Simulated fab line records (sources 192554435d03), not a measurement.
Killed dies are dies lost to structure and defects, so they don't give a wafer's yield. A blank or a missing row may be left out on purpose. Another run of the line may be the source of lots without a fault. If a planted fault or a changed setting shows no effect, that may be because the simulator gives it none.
Chamber matching	flow n5Finfet	N5_BEOL_M6_STRIP_19 on rieDiel-03 has 4 sister chambers
The step strips in O2. 8 wafers are shown with their chamber, then 10 later ones without.

WAFERS WITH THEIR CHAMBER
wafer	chamber	showerheadPlenumPTorr (Torr)	drypumpMotorCurrentA (A)
L083.6	2	2.01	5.3
L090.2	2	2.01	5.3
L090.3	1	2.13	5.2
L090.4	3	2.15	6.5
L090.5	1	2.14	5.2
L090.6	0	2.25	5.7
L091.1	3	2.15	6.5
L091.2	0	2.24	5.6

WAFERS WITHOUT THEIR CHAMBER
wafer	showerheadPlenumPTorr (Torr)	drypumpMotorCurrentA (A)
L091.6	2.15	6.5
L094.1	2.13	5.2
L094.2	2.00	5.3
L094.5	2.00	5.3
L095.2	2.00	5.2
L095.5	2.13	5.2
L095.6	2.00	5.3
L096.2	2.00	5.3
L096.4	2.24	5.6
L096.5	2.15	6.5

WHICH CHAMBER EACH ONE RAN IN
wafer	from the rows above	in truth
L091.6	3	3
L094.1	1	1
L094.2	2	2
L094.5	2	2
L095.2	2	2
L095.5	1	1
L095.6	2	2
L096.2	2	2
L096.4	0	0
L096.5	3	3
Correctly placed: 10 of 10. Not placeable from these rows: 0. Wrongly placed: 0.
How it was worked out, from the rows above alone: a wafer's distance from a chamber is the root of the sum, over the readings, of the square of ((its reading less the chamber's mean) divided by the reading's scatter). The wafer belongs to the nearest chamber; if the next one is less than 2 further off, it can't be placed. Each chamber's mean is taken over the wafers shown for it. The scatter: take each reading less its chamber's mean, square it, sum over the shown wafers, divide by the number of wafers less the number of chambers, and take the root.
